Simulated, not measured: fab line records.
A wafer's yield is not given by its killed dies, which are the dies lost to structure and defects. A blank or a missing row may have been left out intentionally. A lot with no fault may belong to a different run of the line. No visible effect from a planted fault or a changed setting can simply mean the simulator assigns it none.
Matching of chambers ; flow nandHarc ; NHARC_A_CHANNEL_FILL_D2_CMP_10 on cmp-02 has 4 sister chambers
The step polishes, target thk 150 nm. 4 wafers are shown with their chamber, then 10 later ones without.

WAFERS WITH THEIR CHAMBER
wafer;chamber;motorCurrentA (A)
L084.4;2;13.2
L088.3;1;11.0
L093.4;3;10.6
L093.5;0;12.6

WAFERS WITHOUT THEIR CHAMBER
wafer;motorCurrentA (A)
L093.6;11.4
L092.4;14.9
L092.5;12.3
L092.6;10.6
L094.1;14.2
L094.2;10.8
L094.4;12.2
L097.1;12.0
L097.2;10.2
L097.5;12.6

EACH ONE'S CHAMBER
wafer;from the rows above;in truth
L093.6;can't be placed: 1 or 3 or 0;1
L092.4;can't be placed: 2 or 0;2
L092.5;can't be placed: 0 or 2 or 1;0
L092.6;can't be placed: 3 or 1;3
L094.1;can't be placed: 2 or 0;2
L094.2;can't be placed: 1 or 3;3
L094.4;can't be placed: 0 or 2 or 1 or 3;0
L097.1;can't be placed: 0 or 1 or 2 or 3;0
L097.2;can't be placed: 3 or 1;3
L097.5;can't be placed: 0 or 2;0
Correctly placed: 0 of 10. Can't be placed from these rows: 10 (the true chamber is among the candidates in 10). Wrongly placed: 0.
How it was worked out, from the rows above alone: a wafer's distance from a chamber is the root of the sum, over the readings, of the square of ((its reading less the chamber's mean) divided by the reading's scatter). The wafer belongs to the nearest chamber; if the next one is less than 2 further off, it can't be placed. The mean given for a chamber averages the wafers shown for that chamber. The scatter: with one shown wafer a chamber, the root of the mean of the squares of how far each hidden wafer lies from its nearest shown one.
